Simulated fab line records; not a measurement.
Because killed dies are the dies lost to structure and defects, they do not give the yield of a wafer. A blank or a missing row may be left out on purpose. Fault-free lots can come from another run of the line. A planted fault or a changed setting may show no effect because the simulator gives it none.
Matching of chambers    flow nandHarc    3 sister chambers for NHARC_A_SLIT_DEP_23 on pecvd-02
The step deposits SiON, target thk 100 nm. 3 wafers are shown with their chamber, then 9 later ones without.

WAFERS, EACH WITH ITS CHAMBER
wafer   chamber  heaterPowerW (W)
L083.5  1        865
L089.4  2        746
L089.5  0        578

WAFERS MISSING THEIR CHAMBER
wafer   heaterPowerW (W)
L091.1  788
L091.3  857
L091.4  893
L095.1  734
L095.2  532
L095.4  737
L096.1  749
L096.3  905
L096.4  757

THE CHAMBER EACH PASSED THROUGH
wafer   from the rows above      in truth
L091.1  can't be placed: 2 or 1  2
L091.3  1                        1
L091.4  1                        1
L095.1  2                        2
L095.2  0                        0
L095.4  2                        2
L096.1  2                        2
L096.3  1                        1
L096.4  2                        2
Correct placement for 8 of the 9. Unplaceable from these rows: 1, with the true chamber sitting among the candidates in 1. Number placed wrongly: 0.
How it was worked out, from the rows above alone: a wafer's distance from a chamber is the root of the sum, over the readings, of the square of ((its reading less the chamber's mean) divided by the reading's scatter). The wafer belongs to the nearest chamber; if the next one is less than 2 further off, it can't be placed. The mean given for a chamber averages the wafers shown for that chamber. The scatter: root of mean squared gap, hidden wafer to nearest shown wafer, with one shown wafer a chamber.
